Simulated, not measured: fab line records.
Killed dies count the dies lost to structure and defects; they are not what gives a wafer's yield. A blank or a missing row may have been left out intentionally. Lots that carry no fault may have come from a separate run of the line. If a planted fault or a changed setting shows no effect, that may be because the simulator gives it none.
fab line records | flow n5_finfet
[record] lots = 4 | wafers = 12 | last_day = 18
route steps=1938 shown SD_EPI_P@319 SD_ACTIVATION@330 ILD0@335 SDB@347 BEOL_M4@1111 PASSIVATION@1936
lots that met no fault: taken from a fault-free run of the same line
start_h: start of the lot's first displayed wafer, in hours after the record's first day | wait_h: hours from the lot's prior step to this one | " identical to the entry in the row above | L1.1+2: a single row standing in for several wafers | - no value, or no start given | * or withheld: withheld | < > ~ a bound
route shown NAME@n: names a module that has steps shown in the file, with the first one's number in the route | usual: mean/standard deviation taken from wafers without a fault | same: alike in all rows | chamber/n: place in a boat | sites: each site's reading | _std_site: the values' standard deviation | _edge_site: mean of outer sites minus mean of inner sites | radius_mm: how far each site lies from the wafer's centre | mask NAME#n: copy n | behind: the most recent tool/chamber to have shaped the wafer | hold: cause of the lot's hold/its duration in hours/its outcome | device: whichever transistor did not switch (one of n, p or np) | end of line: the tests these same wafers got at the end of their route | step lacking rows: just its recipe | killed: at the first sort, the dies lost to defects and structure; wafer yield is something else | map: the dies of a wafer, with x for killed, . for not killed, _ for no die there
set.NAME: the setting as run; set.NAME@STEP: as run at that earlier step | model.NAME: the simulator's own value behind a step, which no gauge read
lots at selected steps of the route; one table per step, one row per wafer
services: a tool's chamber out of use, with start hour (start_h, from the record's first day; less than 0 if before it), hours out, and reason
[[steps]]
[step N5_SD_EPI_P_PRECLEAN_51]
[recipe] chemistry = NF3:NH3 | afs_cycles = 1 | temp_c = 30 | time_s = 20 | sublimation_temp_c = 180 | sublimation_time_s = 60 | pressure_torr = 3 | rf_power_w = 30
[step N5_SD_EPI_P_VAPOR_ETCH_44]
[recipe] chemistry = NF3/Ar | target = SiGe30 | temp_c = 25 | time_s = 3.3 | mode = isotropic
[step N5_SD_EPI_P_EPI_21]
[recipe] material = SiGe:B | dopant = B | temp_c = 550 | pressure_torr = 20 | ambient = H2 | time_s = 355
[step N5_SD_EPI_P_HM_STRIP_48]
[recipe] chemistry = H3PO4 | temp_c = 160 | material = SiNx | target = SiNx | target_depth_a = 30 | overetch_fraction = 0.3
[step N5_SD_EPI_P_SRD_49]
[recipe] dry = ipa_marangoni | time_s = 30 | temp_c = 23 | rinse_liquid = diw
[step N5_SD_EPI_P_PRECLEAN_24]
[recipe] chemistry = O3/DIW | time_s = 45 | temp_c = 22 | o3_ppm = 10
[step N5_SD_EPI_P_PRECLEAN_32]
[recipe] chemistry = dHF | time_s = 10 | dilution = 500:1 | temp_c = 25
[step N5_SD_EPI_P_PRECLEAN_33]
[recipe] chemistry = SC2 | time_s = 45 | temp_c = 35 | mix = 1:1:50
[step N5_SD_EPI_P_SRD_25]
[recipe] time_s = 30 | temp_c = 23 | rinse_liquid = diw | dry = ipa_marangoni
[step N5_SD_ACTIVATION_RTA_00]
[recipe] temp_c = 975 | time_s = 0 | ambient = N2 | idle_temp_c = 600 | ramp_up_c_per_s = 150 | ramp_down_c_per_s = 60 | cool_to_c = 600
[step N5_SD_ACTIVATION_LSA_01]
[recipe] temp_c = 1080 | time_s = 0.0008 | ambient = N2
[usual] wafer_temp_C_max = 1083.8/0.74
lot.wafer | tool            | chamber | start_h | wait_h | wafer_temp_C_max
L656.2    | laser_anneal-01 | 0       | 114.94  | 0.2    | 1083.4
L656.3    | "               | 0       | "       | "      | 1084.0
L656.5    | "               | 0       | "       | "      | 1084.3
L660.2    | laser_anneal-01 | 0       | 142.72  | 0.2    | 1046.5
L660.4    | "               | 0       | "       | "      | 1045.5
L660.5    | "               | 0       | "       | "      | 1046.3
L664.1    | laser_anneal-01 | 0       | 160.20  | 0.2    | 1046.0
L664.2    | "               | 0       | "       | "      | 1045.5
L664.3    | "               | 0       | "       | "      | 1045.4
L667.1    | laser_anneal-02 | 0       | 181.63  | 0.2    | 1083.6
L667.3    | "               | 0       | "       | "      | 1082.8
L667.6    | "               | 0       | "       | "      | 1084.4
[step N5_SD_ACTIVATION_RS_MEAS_03]
[recipe] thk_meas_gauge = four-point-probe
[usual] RS_SD_N = 21.8/0.33 | RS_SD_P = 56.0/1
lot.wafer | tool          | chamber | start_h | wait_h | RS_SD_N[ohm/sq] | RS_SD_P[ohm/sq]
L656.2    | film_metro-02 | -       | 115.13  | 0.2    | 21.7            | 55.5
L656.3    | "             | -       | "       | "      | 21.7            | 55.1
L656.5    | "             | -       | "       | "      | 21.9            | 54.9
L660.2    | film_metro-02 | -       | 142.91  | 0.2    | 25.1            | 57.4
L660.4    | "             | -       | "       | "      | 25.6            | 57.8
L660.5    | "             | -       | "       | "      | 25.8            | 57.3
L664.1    | film_metro-01 | -       | 160.40  | 0.2    | 25.8            | 57.1
L664.2    | "             | -       | "       | "      | 25.4            | 56.3
L664.3    | "             | -       | "       | "      | 25.7            | 57.1
L667.1    | film_metro-01 | -       | 181.83  | 0.2    | 22.0            | 56.0
L667.3    | "             | -       | "       | "      | 21.8            | 55.7
L667.6    | "             | -       | "       | "      | 22.3            | 56.3
[step N5_ILD0_LINER_00]
[recipe] material = SiNx | target_thk_a = 40 | temp_c = 400 | ald_precursor_family = SiH2I2 | ald_co_reactant = N2/H2-plasma | pulse_time_s = 1 | purge_time_s = 2 | co_reactant_purge_time_s = 2 | ald_cycles = 80 | pressure_torr = 2
[step N5_ILD0_FCVD_FILL_01]
[recipe] material = SiO2_flowable | target_thk_a = 2000 | temp_c = 100 | pressure_torr = 0.8 | rf_w = 2000 | time_s = 328.3
[step N5_ILD0_CURE_02]
[recipe] temp_c = 450 | time_s = 1800 | ambient = steam | idle_temp_c = 400 | ramp_up_c_per_min = 5 | ramp_down_c_per_min = 3 | densification_p_h2o_torr = 640
[step N5_ILD0_CMP_03]
[recipe] stop_on = SiNx | t_overpolish_s = 1.9 | post_cmp_clean = alkaline_brush | down_force_psi = 4.1491 | platen_rpm = 51.796 | pad_velocity_m_s = 1.0306 | target_thk_nm = 197.38
[step N5_ILD0_CMP_07]
[recipe] stop_on = poly-Si | material = SiO2_flowable | t_overpolish_s = 1.18 | post_cmp_clean = alkaline_brush | down_force_psi = 4.1491 | platen_rpm = 51.796 | pad_velocity_m_s = 1.0306 | target_thk_nm = 138.88
[step N5_ILD0_PRECLEAN_10]
[recipe] chemistry = NF3:NH3 | afs_cycles = 5 | time_s = 20 | temp_c = 30 | sublimation_temp_c = 180 | sublimation_time_s = 60 | pressure_torr = 3 | rf_power_w = 30
[step N5_ILD0_ALD_15]
[recipe] material = SiNx | target_thk_a = 240 | temp_c = 400 | ald_precursor_family = SiH2I2 | ald_co_reactant = N2/H2-plasma | pulse_time_s = 1 | ald_cycles = 480 | purge_time_s = 2 | co_reactant_purge_time_s = 2 | pressure_torr = 2
[step N5_ILD0_CMP_12]
[recipe] stop_on = poly-Si | material = SiNx | t_overpolish_s = 6 | post_cmp_clean = alkaline_brush | down_force_psi = 2.5 | platen_rpm = 51.8 | pad_velocity_m_s = 1.0307 | target_thk_nm = 17.67
[step N5_SDB_HM_DEP_00]
[recipe] material = SiNx | target_thk_a = 400 | temp_c = 400 | precursor = SiH4/NH3/N2 | pressure_torr = 1.5 | rf_w = 300 | time_s = 35.3
[step N5_SDB_COAT_03]
[recipe] resist = SOC | temp_c = 250 | time_s = 60 | spin_rpm = 1500 | resist_thk_nm = 100
[step N5_SDB_COAT_04]
[recipe] resist = SiARC | temp_c = 220 | time_s = 60 | spin_rpm = 1500 | resist_thk_nm = 18
[step N5_SDB_COAT_05]
[recipe] resist = CAR-ArF | spin_rpm = 1500 | resist_thk_nm = 90
[step N5_SDB_EBR_07]
[recipe] solvent = PGMEA | ebr_width_mm = 1.5
[step N5_SDB_SOFTBAKE_06]
[recipe] temp_c = 110 | time_s = 60 | resist = CAR-ArF
[step N5_SDB_EXPOSE_08]
[recipe] mask_id = SDB | na = 1.35 | source_shape = conventional | sigma_outer = 0.5 | polarization = unpolarized | dose_mj = 49.6
[step N5_SDB_PEB_09]
[recipe] peb_temp_c = withheld | peb_time_s = 60 | resist = CAR-ArF
[step N5_SDB_DEVELOP_10]
[recipe] develop_time_s = 30 | developer = TMAH | resist = CAR-ArF | rinse_liquid = diw | dry = air_spin | dev_temp_c = 23
[step N5_SDB_DESCUM_16]
[recipe] chemistry = O2 | time_s = 7.9 | source_power_w = 50 | bias_power_w = 20 | pressure_mtorr = 20 | rf_frequency_hz = 2.712e+07 | temp_c = 40 | resist = CAR-ArF | o2_flow_sccm = 225
[step N5_SDB_ETCH_17]
[recipe] chemistry = CF4 | target = SiARC | target_depth_a = 234 | mask_material = CAR-ArF | time_s = 39 | ion_energy_ev = 80 | pressure_mtorr = 40 | source_w = 545 | bias_w = 36 | Ar_flow_sccm = 100 | cf4_flow_sccm = 100 | ends = cleared
[step N5_BEOL_M4_RC_MEAS_101]
[usual] DIBL_N = 36.1/1.4 | DIBL_P = 36.3/1.4 | IOFF_N = 0.154/0.021 | IOFF_P = 0.21/0.032 | ION_N = 670/8.1 | ION_P = 461/7 | RC_DENSE_N = 19.0/0.37 | RC_N = 15.52/0.29 | REXT_N = 75.3/1.5 | RS_SD_N = 28.3/0.46 | SS_N = 71.4/0.49 | SS_P = 73.3/0.5 | VT_N = 250.4/2.6 | VT_P = -250/3.7
lot.wafer | tool      | chamber | start_h | wait_h | DIBL_N[mV/V] | DIBL_P[mV/V] | IOFF_N[nA/um] | IOFF_P[nA/um] | ION_N[uA/um] | ION_P[uA/um] | RC_DENSE_N[ohm.um] | RC_N[ohm.um] | REXT_N[ohm.um] | RS_SD_N[ohm/sq] | SS_N[mV/dec] | SS_P[mV/dec] | VT_N[mV] | VT_P[mV]
L656.2    | prober-01 | 0       | 248.19  | 0.2    | 36.7         | 38.6         | 0.177         | 0.24          | 677          | 466          | 19.5               | 15.90        | 74.8           | 28.5            | 71.2         | 74.1         | 248.1    | -249
L656.3    | "         | 0       | "       | "      | 37.2         | 39.5         | 0.186         | 0.25          | 691          | 476          | 19.3               | 15.73        | 73.8           | 28.2            | 72.2         | 73.9         | 247.6    | -246
L656.5    | "         | 0       | "       | "      | 35.7         | 37.1         | 0.150         | 0.21          | 668          | 462          | 19.4               | 15.80        | 73.6           | 28.2            | 70.9         | 73.8         | 251.3    | -248
L660.2    | prober-01 | 0       | 260.42  | 0.2    | 34.4         | 34.7         | 0.126         | 0.16          | 647          | 446          | 22.0               | 18.11        | 82.4           | 32.2            | 71.2         | 73.0         | 254.1    | -257
L660.4    | "         | 0       | "       | "      | 34.4         | 34.8         | 0.129         | 0.16          | 656          | 448          | 22.4               | 18.38        | 82.2           | 32.5            | 71.2         | 73.0         | 251.6    | -257
L660.5    | "         | 0       | "       | "      | 35.6         | 36.6         | 0.157         | 0.18          | 670          | 457          | 22.4               | 18.33        | 82.6           | 32.3            | 72.0         | 73.4         | 249.5    | -256
L664.1    | prober-01 | 0       | 281.35  | 0.0    | 35.8         | 35.5         | 0.154         | 0.19          | 668          | 455          | 21.7               | 17.89        | 81.1           | 32.4            | 71.0         | 73.8         | 249.1    | -253
L664.2    | "         | 0       | "       | "      | 37.0         | 37.1         | 0.186         | 0.22          | 675          | 463          | 22.6               | 18.38        | 81.1           | 32.1            | 72.1         | 74.5         | 247.5    | -249
L664.3    | "         | 0       | "       | "      | 35.1         | 34.4         | 0.148         | 0.18          | 658          | 456          | 22.5               | 18.10        | 81.1           | 32.4            | 70.7         | 73.3         | 249.8    | -253
L667.1    | prober-02 | 0       | 328.49  | 0.0    | 37.6         | 38.3         | 0.176         | 0.23          | 681          | 467          | 18.8               | 15.36        | 75.9           | 28.3            | 71.0         | 72.7         | 247.9    | -252
L667.3    | "         | 0       | "       | "      | 36.5         | 37.9         | 0.148         | 0.21          | 658          | 458          | 19.1               | 15.39        | 77.5           | 28.2            | 71.2         | 73.0         | 250.4    | -252
L667.6    | "         | 0       | "       | "      | 38.3         | 39.2         | 0.179         | 0.23          | 675          | 460          | 18.9               | 15.48        | 76.5           | 29.1            | 72.0         | 73.4         | 248.7    | -250
[step N5_PASSIVATION_PROBE_49]
[usual] defect_limited_yield = 91.0/1.6 | killed_at_M0_to_M3 = 35/11 | killed_at_M4_up = 14/5.1 | killed_at_contacts = 12/6.6 | killed_at_front_end = 41/12 | killed_at_other = 4/3 | killed_dies = 107/19 | killed_open = 70/15 | killed_short = 35/8.5 | sort_bin_5_function = 5.3/1 | sort_bin_6_memory = 3.4/0.73 | sort_n_pass = 1073/19 | sort_yield_pct = 91.0/1.6
[same] gross_dies = 1180 | killed_at_back_side = 0 | sort_bin_4_leakage[%] = 0 | sort_bin_8_speed[%] = 0
lot.wafer | tool      | chamber | start_h | wait_h | defect_limited_yield[%] | killed_at_M0_to_M3 | killed_at_M4_up | killed_at_contacts | killed_at_front_end | killed_at_other | killed_dies | killed_open | killed_short | sort_bin_5_function[%] | sort_bin_6_memory[%] | sort_n_pass | sort_yield_pct[%]
L656.2    | prober-01 | -       | 347.56  | 0.1    | 90.9                    | 41                 | 15              | 11                 | 32                  | 8               | 107         | 66          | 41           | 4.7                    | 3.6                  | 1073        | 90.9
L656.3    | prober-01 | -       | 347.61  | 0.1    | 91.6                    | 34                 | 18              | 23                 | 21                  | 3               | 99          | 68          | 31           | 4.7                    | 3.2                  | 1081        | 91.6
L656.5    | prober-01 | -       | 347.71  | 0.2    | 90.4                    | 36                 | 10              | 14                 | 45                  | 8               | 113         | 77          | 35           | 5.9                    | 3.4                  | 1067        | 90.4
L660.2    | prober-02 | -       | 355.60  | 0.1    | 91.4                    | 37                 | 16              | 23                 | 23                  | 2               | 101         | 71          | 30           | 5.3                    | 2.5                  | 1079        | 91.4
L660.4    | prober-02 | -       | 355.70  | 0.2    | 92.1                    | 39                 | 5               | 14                 | 32                  | 3               | 93          | 58          | 34           | 5.0                    | 2.8                  | 1087        | 92.1
L660.5    | prober-02 | -       | 355.75  | 0.2    | 92.6                    | 47                 | 14              | 3                  | 22                  | 1               | 87          | 57          | 30           | 4.5                    | 2.3                  | 1093        | 92.6
L664.1    | prober-02 | -       | 388.91  | 0.0    | 93.8                    | 25                 | 18              | 3                  | 25                  | 2               | 73          | 53          | 19           | 3.4                    | 2.7                  | 1107        | 93.8
L664.2    | prober-02 | -       | 388.96  | 0.1    | 90.8                    | 46                 | 9               | 7                  | 45                  | 1               | 108         | 70          | 38           | 5.3                    | 3.7                  | 1072        | 90.8
L664.3    | prober-02 | -       | 389.01  | 0.1    | 91.7                    | 45                 | 17              | 3                  | 32                  | 1               | 98          | 64          | 32           | 4.9                    | 3.1                  | 1082        | 91.7
L667.1    | prober-01 | -       | 440.40  | 0.0    | 87.3                    | 66                 | 13              | 10                 | 57                  | 4               | 150         | 98          | 48           | 7.2                    | 4.8                  | 1030        | 87.3
L667.3    | prober-01 | -       | 440.50  | 0.1    | 88.8                    | 46                 | 8               | 10                 | 64                  | 4               | 132         | 88          | 43           | 6.1                    | 4.3                  | 1048        | 88.8
L667.6    | prober-01 | -       | 440.65  | 0.3    | 90.0                    | 55                 | 9               | 8                  | 43                  | 3               | 118         | 80          | 38           | 5.8                    | 3.8                  | 1062        | 90.0
// killed by level:class
L656.2 BEOL_M0_SAQP:geometric_particle:short=18 MOL_CONTACT_COAG:geometric_particle:open=11 BEOL_M0_SAQP:geometric_particle:open=8 BEOL_M5:geometric_particle:open=7 GATE_CUT:geometric_particle:short=6 BEOL_M4:geometric_particle:open=6 FIN_SAQP:geometric_particle:open=5 FIN_SAQP:geometric_particle:short=4
L656.3 MOL_CONTACT_COAG:geometric_particle:open=18 BEOL_M0_SAQP:geometric_particle:short=10 BEOL_M3:geometric_particle:open=7 BEOL_M0_SAQP:geometric_particle:open=7 GATE_CUT:geometric_particle:short=5 MOL_CONTACT_COAG:geometric_particle:short=5 BEOL_M5:geometric_particle:open=5 BEOL_M3:geometric_particle:short=4
L656.5 BEOL_M0_SAQP:geometric_particle:open=15 MOL_CONTACT_COAG:geometric_particle:open=12 FIN_SAQP:geometric_particle:open=11 BEOL_M0_SAQP:geometric_particle:short=8 BEOL_M3:geometric_particle:open=8 FIN_SAQP:geometric_particle:short=6 GATE_CUT:geometric_particle:short=6 STI_FIN_REVEAL:geometric_particle:open=5
L660.2 MOL_CONTACT_COAG:geometric_particle:open=21 BEOL_M0_SAQP:geometric_particle:short=9 BEOL_M4:geometric_particle:open=9 BEOL_M1:geometric_particle:short=8 BEOL_M3:geometric_particle:open=8 BEOL_M0_SAQP:geometric_particle:open=5 BEOL_M1:geometric_particle:open=5 STI_FIN_REVEAL:geometric_particle:open=3
L660.4 MOL_CONTACT_COAG:geometric_particle:open=13 BEOL_M0_SAQP:geometric_particle:short=13 BEOL_M0_SAQP:geometric_particle:open=9 BEOL_M1:geometric_particle:open=5 STARTING-WAFER:geometric_particle:open=5 STI_FIN_REVEAL:geometric_particle:open=4 DUMMY_GATE:geometric_particle:open=4 BEOL_M3:geometric_particle:open=4
L660.5 BEOL_M0_SAQP:geometric_particle:open=13 BEOL_M0_SAQP:geometric_particle:short=11 BEOL_M1:geometric_particle:open=11 BEOL_M4:geometric_particle:open=6 BEOL_M1:geometric_particle:short=5 BEOL_M3:geometric_particle:open=5 STI_FIN_REVEAL:geometric_particle:open=4 STARTING-WAFER:geometric_particle:short=4
L664.1 BEOL_M4:geometric_particle:open=10 BEOL_M0_SAQP:geometric_particle:open=8 FIN_SAQP:geometric_particle:open=6 STI_FIN_REVEAL:geometric_particle:open=6 BEOL_M0_SAQP:geometric_particle:short=6 DUMMY_GATE:geometric_particle:open=3 MOL_CONTACT_COAG:geometric_particle:open=3 BEOL_M1:geometric_particle:open=3
L664.2 BEOL_M0_SAQP:geometric_particle:short=18 BEOL_M0_SAQP:geometric_particle:open=15 STI_FIN_REVEAL:geometric_particle:open=14 DUMMY_GATE:geometric_particle:open=9 FIN_SAQP:geometric_particle:short=6 FIN_SAQP:geometric_particle:open=5 MOL_CONTACT_COAG:geometric_particle:open=5 BEOL_M2:geometric_particle:open=5
L664.3 BEOL_M0_SAQP:geometric_particle:open=13 BEOL_M2:geometric_particle:open=12 FIN_SAQP:geometric_particle:open=7 FIN_SAQP:geometric_particle:short=6 BEOL_M0_SAQP:geometric_particle:short=6 BEOL_M5:geometric_particle:open=6 BEOL_M1:geometric_particle:open=5 BEOL_M3:geometric_particle:open=4
L667.1 FIN_SAQP:geometric_particle:open=29 BEOL_M0_SAQP:geometric_particle:open=16 FIN_SAQP:geometric_particle:short=10 BEOL_M2:geometric_particle:open=10 BEOL_M0_SAQP:geometric_particle:short=9 MOL_CONTACT_COAG:geometric_particle:open=8 BEOL_M1:geometric_particle:short=8 BEOL_M3:geometric_particle:open=8
L667.3 FIN_SAQP:geometric_particle:open=23 FIN_SAQP:geometric_particle:short=19 BEOL_M3:geometric_particle:open=14 BEOL_M2:geometric_particle:open=10 MOL_CONTACT_COAG:geometric_particle:open=8 BEOL_M0_SAQP:geometric_particle:open=7 BEOL_M0_SAQP:geometric_particle:short=6 BEOL_M3:geometric_particle:short=4
L667.6 BEOL_M3:geometric_particle:open=14 BEOL_M2:geometric_particle:open=14 FIN_SAQP:geometric_particle:short=11 FIN_SAQP:geometric_particle:open=10 BEOL_M0_SAQP:geometric_particle:open=10 MOL_CONTACT_COAG:geometric_particle:open=7 BEOL_M4:geometric_particle:open=7 GATE_CUT:geometric_particle:short=6
[[services]]
tool            | chamber | start_h | hours | kind
laser_anneal-01 | -       | 128.27  | 1.7   | pm
laser_anneal-01 | -       | 146.79  | 11.3  | pm
[[key]]
[first_sign] step = N5_SD_ACTIVATION_LSA_01 | reading = wafer_temp_C_max | direction = down | sigmas = 51 | usual = * | struck = *
[effect] step = N5_SD_ACTIVATION_RS_MEAS_03 | reading = RS_SD_N | direction = up | sigmas = 12 | usual = 21.8 | struck = 25.6
[effect] step = N5_BEOL_M4_RC_MEAS_101 | reading = RC_N | direction = up | sigmas = 9.3 | usual = 15.52 | struck = 18.20
[effect] step = N5_BEOL_M4_RC_MEAS_101 | reading = RC_DENSE_N | direction = up | sigmas = 8.9 | usual = 19.0 | struck = 22.3
[effect] step = N5_BEOL_M4_RC_MEAS_101 | reading = RS_SD_N | direction = up | sigmas = 8.7 | usual = 28.3 | struck = 32.3
[effect] step = N5_BEOL_M4_RC_MEAS_101 | reading = REXT_N | direction = up | sigmas = 4.2 | usual = 75.3 | struck = 81.7
met_at N5_SD_ACTIVATION_LSA_01
struck_wafers L660.2,L660.4,L660.5,L664.1,L664.2,L664.3
onset_between 114.94 142.72
[fault] kind = process_parameter_drift | tool = laser_anneal-01 | chamber = - | onset_h = 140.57 | steps = N5_SD_ACTIVATION_LSA_01 | channel = temp_c | offset = * | shape = step | end_h = 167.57 | stated = *
